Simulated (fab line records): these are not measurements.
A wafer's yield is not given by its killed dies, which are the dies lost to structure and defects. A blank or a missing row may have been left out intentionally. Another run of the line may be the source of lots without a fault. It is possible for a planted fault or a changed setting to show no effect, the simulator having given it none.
fab line records | flow nandHarc | part 2 of 2: steps 18 to 30 of 30
[record] lots = 5 wafers = 15 lastDay = 32
route steps=1302 shown P_GATE@144
lots with no fault: from the same line, run without faults
startH: the number of hours between the record's first day and the start of the first shown wafer of the lot | waitH: hours elapsed since this lot's preceding step | " repeats the value in the row above | L1.1+2: a single row standing in for several wafers | - no value, or no start given | * or withheld: withheld | < > ~ a bound
route shown NAME@n: names a module that has steps shown in the file, with the first one's number in the route | usual: mean/standard deviation taken from wafers without a fault | same: alike in all rows | chamber/n: place in a boat | sites: the reading at each site | _std_site: the standard deviation of these | _edge_site: outer sites' mean less inner sites' | radiusMm: for every site, how far away it sits from the centre of the wafer | mask NAME#n: copy n | behind: tool/chamber where the wafer was last shaped | hold: why the lot went on hold/how many hours it stayed there/how the hold came to an end | device: which transistor (n, p or np) failed to switch | end of line: the tests these same wafers got at the end of their route | a step with no rows: only its recipe | killed: the dies lost at the first sort to structure and to defects; this is not the yield of the wafer | map: a wafer's dies, x killed, . not, _ none there
set.NAME: the setting as run; set.NAME@STEP: as run at that earlier step | model.NAME: the simulator's own value behind a step, which no gauge read
lots seen at some steps along the route; tables by step, rows by wafer
services: from which hour (startH, from the record's first day; less than 0 if before it) a tool's chamber was out of use, for how many hours, and why
[[steps]]
[step NHARC_P_GATE_SRD_100]
// columns lot.wafer tool chamber startH waitH
L076.4+2+1 wetBench-06 3,5,6 - -
L080.6+2+4 wetBench-03 0,2,3 - -
L083.3+1+2 wetBench-04 2,3,4 - -
L091.6+1+3 wetBench-04 1,3,4 - -
L095.6+5+4 wetBench-06 5,6,1 - -
[step NHARC_P_GATE_DEHYDRATE_38]
[recipe] tempC = 150 timeS = 120
[usual] plateTempC = 150.01/0.15
[same] timeS = 120
// columns lot.wafer tool chamber startH waitH plateTempC
L076.1 lithoTrack-02 0 130.28 - 150.03
L076.2 " 0 " " 149.91
L076.4 " 0 " " 149.82
L080.2 lithoTrack-02 0 168.92 - 149.98
L080.4 " 0 " " 150.02
L080.6 " 0 " " 150.11
L083.1 lithoTrack-05 0 200.91 - 150.04
L083.2 " 0 " " 150.09
L083.3 " 0 " " 149.83
L091.1 lithoTrack-05 0 281.33 - 150.13
L091.3 " 0 " " 150.05
L091.6 " 0 " " 150.02
L095.4 lithoTrack-05 0 322.59 - 150.03
L095.5 " 0 " " 150.09
L095.6 " 0 " " 150.08
[step NHARC_P_GATE_HMDS_39]
[recipe] timeS = 30
[same] timeS = 30
// columns lot.wafer tool chamber startH waitH
L076.1+2+4 lithoTrack-02 0 - -
L080.2+4+6 lithoTrack-02 0 - -
L083.1+2+3 lithoTrack-05 0 - -
L091.1+3+6 lithoTrack-05 0 - -
L095.4+5+6 lithoTrack-05 0 - -
[step NHARC_P_GATE_COAT_40]
[recipe] spinRpm = 3000
// columns lot.wafer tool chamber startH waitH
L076.1+2+4 lithoTrack-02 0 - -
L080.2+4+6 lithoTrack-02 0 - -
L083.1+2+3 lithoTrack-05 0 - -
L091.1+3+6 lithoTrack-05 0 - -
L095.4+5+6 lithoTrack-05 0 - -
[step NHARC_P_GATE_SOFTBAKE_41]
[recipe] tempC = 122 timeS = 95
[usual] plateTempC = 121.99/0.14
[same] timeS = 95
// columns lot.wafer tool chamber startH waitH plateTempC
L076.1 lithoTrack-02 0 - - 121.94
L076.2 " 0 " " 121.95
L076.4 " 0 " " 121.77
L080.2 lithoTrack-02 0 - - 122.30
L080.4 " 0 " " 122.11
L080.6 " 0 " " 122.12
L083.1 lithoTrack-05 0 - - 122.03
L083.2 " 0 " " 121.96
L083.3 " 0 " " 121.52
L091.1 lithoTrack-05 0 - - 121.99
L091.3 " 0 " " 121.91
L091.6 " 0 " " 121.92
L095.4 lithoTrack-05 0 - - 122.13
L095.5 " 0 " " 122.33
L095.6 " 0 " " 122.40
[step NHARC_P_GATE_EBR_42]
// columns lot.wafer tool chamber startH waitH
L076.1+2+4 lithoTrack-02 0 - -
L080.2+4+6 lithoTrack-02 0 - -
L083.1+2+3 lithoTrack-05 0 - -
L091.1+3+6 lithoTrack-05 0 - -
L095.4+5+6 lithoTrack-05 0 - -
[step NHARC_P_GATE_EXPOSE_43]
[recipe] na = 0.6 targetCdNm = 720 doseMj = 14.81 maskId = P_NSD
[usual] stageVelMmS = 500.00/0.25
[same] na = 0.6
// columns lot.wafer tool chamber startH waitH mask stageVelMmS
L076.1 krfScanner-04 0 130.55 - P_NSD#0 499.94
L076.2 " 0 " " P_NSD#0 500.18
L076.4 " 0 " " P_NSD#0 499.85
L080.2 krfScanner-04 0 169.07 - P_NSD#0 500.12
L080.4 " 0 " " P_NSD#0 499.85
L080.6 " 0 " " P_NSD#0 499.96
L083.1 krfScanner-04 0 201.06 - P_NSD#0 500.40
L083.2 " 0 " " P_NSD#0 499.99
L083.3 " 0 " " P_NSD#0 500.23
L091.1 krfScanner-04 0 281.60 - P_NSD#0 500.00
L091.3 " 0 " " P_NSD#0 499.73
L091.6 " 0 " " P_NSD#0 499.96
L095.4 krfScanner-04 0 322.88 - P_NSD#0 500.17
L095.5 " 0 " " P_NSD#0 500.12
L095.6 " 0 " " P_NSD#0 500.32
[step NHARC_P_GATE_PEB_44]
[recipe] pebTempC = 118 pebTimeS = 85
[usual] plateTempC = 118.00/0.12
// columns lot.wafer tool chamber startH waitH plateTempC
L076.1 lithoTrack-02 0 130.62 0.1 117.99
L076.2 " 0 " " 118.11
L076.4 " 0 " " 118.00
L080.2 lithoTrack-03 0 169.13 0.1 118.01
L080.4 " 0 " " 117.96
L080.6 " 0 " " 118.02
L083.1 lithoTrack-02 0 201.12 0.1 118.11
L083.2 " 0 " " 118.07
L083.3 " 0 " " 117.82
L091.1 lithoTrack-02 0 281.67 0.1 118.06
L091.3 " 0 " " 118.04
L091.6 " 0 " " 118.06
L095.4 lithoTrack-02 0 322.93 0.0 118.06
L095.5 " 0 " " 117.92
L095.6 " 0 " " 117.98
[step NHARC_P_GATE_DEVELOP_45]
[recipe] timeS = 70
[same] timeS = 70
// columns lot.wafer tool chamber startH waitH
L076.1+2+4 lithoTrack-02 0 - -
L080.2+4+6 lithoTrack-03 0 - -
L083.1+2+3 lithoTrack-02 0 - -
L091.1+3+6 lithoTrack-02 0 - -
L095.4+5+6 lithoTrack-02 0 - -
[step NHARC_P_GATE_CD_MEAS_46]
[recipe] targetCdNm = 720 landingEnergyEv = 500
[usual] cdNm = 720.4/2
// columns lot.wafer tool chamber startH waitH cdNm
L076.1 cdSem-01 0 130.71 - 718.9
L076.2 " 0 " " 719.0
L076.4 " 0 " " 719.2
L080.2 cdSem-03 0 169.22 - 720.5
L080.4 " 0 " " 725.2
L080.6 " 0 " " 721.7
L083.1 cdSem-03 0 201.21 - 721.4
L083.2 " 0 " " 721.6
L083.3 " 0 " " 719.8
L091.1 cdSem-02 0 281.76 - 719.3
L091.3 " 0 " " 720.2
L091.6 " 0 " " 717.0
L095.4 cdSem-03 0 323.03 - 723.5
L095.5 " 0 " " 722.0
L095.6 " 0 " " 726.5
[step NHARC_P_GATE_HARDBAKE_47]
[recipe] tempC = 125 timeS = 80
[usual] plateTempC = 125.01/0.16
[same] timeS = 80
// columns lot.wafer tool chamber startH waitH plateTempC
L076.1 lithoTrack-03 0 130.80 - 124.91
L076.2 " 0 " " 124.97
L076.4 " 0 " " 125.22
L080.2 lithoTrack-05 0 169.30 - 125.26
L080.4 " 0 " " 125.31
L080.6 " 0 " " 125.21
L083.1 lithoTrack-05 0 201.29 - 124.93
L083.2 " 0 " " 124.80
L083.3 " 0 " " 124.91
L091.1 lithoTrack-02 0 281.84 - 125.06
L091.3 " 0 " " 125.02
L091.6 " 0 " " 125.06
L095.4 lithoTrack-02 0 323.11 - 124.95
L095.5 " 0 " " 124.99
L095.6 " 0 " " 125.11
[step NHARC_P_GATE_DESCUM_48]
[recipe] timeS = 3 o2FlowSccm = 200 arFlowSccm = 0 biasPowerW = 0 chemistry = O2
[usual] drypumpMotorCurrentA = 5.7/0.47 mfcArSccm = 0.006/0.0066 oesProductAu = 0.999/0.0092 rfVppV = 57.8/0.84 showerheadPlenumPTorr = 1.93/0.039 throttleValvePct = 11.312/0.0076
[same] timeS = 3
// columns lot.wafer tool chamber startH waitH drypumpMotorCurrentA mfcArSccm oesProductAu rfHoursCounterH rfVppV showerheadPlenumPTorr throttleValvePct
L076.1 rieDiel-10 0 130.88 - 6.2 0 0.986 3 58.2 1.99 11.321
L076.2 " 2 " " 5.8 0.014 1.005 4 57.4 1.89 11.312
L076.4 " 3 " " 5.3 0 1.008 3 59.0 1.94 11.303
L080.2 rieDiel-09 1 169.40 - 6.1 0 0.998 1 57.0 1.81 11.318
L080.4 " 2 " " 6.3 0.011 0.990 1 56.9 1.96 11.315
L080.6 " 0 " " 5.9 0.021 1.006 - 59.6 2.03 11.313
L083.2 rieDiel-10 2 201.38 - 5.8 0.014 1.014 7 57.1 1.89 11.311
L083.3 " 3 " " 5.3 0 1.014 5 57.5 1.94 11.307
L083.1 " 0 " " 6.2 0 0.992 6 59.2 1.99 11.323
L091.1 rieDiel-13 3 281.94 - 5.6 0.017 1.022 3 57.3 1.93 11.320
L091.3 " 0 " " 5.0 0 0.983 6 56.1 1.92 11.312
L091.6 " 2 " " 6.4 0.009 1.008 - 58.5 1.95 11.311
L095.4 rieDiel-13 0 323.20 - 5.0 0 0.997 8 57.4 1.92 11.318
L095.6 " 2 " " 6.5 0.009 1.001 - 57.2 1.95 11.312
L095.5 " 3 " " 5.6 0.017 0.999 - 58.0 1.93 11.306
[step NHARC_P_GATE_IMPLANT_49]
[recipe] energyKev = 30 doseCm2 = 3e+15 tiltDeg = 7
// columns lot.wafer tool chamber startH waitH
L076.1+2+4 implanter-01 0 131.03 0.1
L080.2+4+6 implanter-02 0 169.55 0.1
L083.1+2+3 implanter-02 0 201.52 0.1
L091.1+3+6 implanter-02 0 282.06 0.1
L095.4+5+6 implanter-02 0 323.41 0.2
[[services]]
// columns tool chamber startH hours kind
rieDiel-13 3 103.93 4.5 repair
rieDiel-10 2 106.00 4.0 repair
lithoTrack-05 - 124.00 7.0 pm
rieDiel-09 3 132.68 1.2 repair
rieDiel-13 - 133.65 0.4 repair
rieDiel-10 3 137.84 14.4 repair
rieDiel-13 1 142.36 4.2 repair
rieDiel-09 - 143.44 9.0 pm
rieDiel-13 - 165.32 9.0 pm
krfScanner-04 - 182.00 4.0 pm
rieDiel-10 - 183.04 1.2 repair
wetBench-06 - 193.60 8.0 pm
krfScanner-04 - 202.29 7.4 repair
rieDiel-10 0 203.53 2.6 repair
lithoTrack-02 - 227.00 7.0 pm
wetBench-04 - 227.20 8.0 pm
rieDiel-09 1 227.65 4.3 repair
rieDiel-10 - 242.50 9.0 pm
rieDiel-13 3 243.16 34.5 repair
rieDiel-10 3 268.21 15.9 repair
lithoTrack-05 - 299.00 7.0 pm
rieDiel-10 3 302.90 9.9 repair
rieDiel-09 - 307.35 0.5 repair
rieDiel-09 - 320.44 9.0 pm
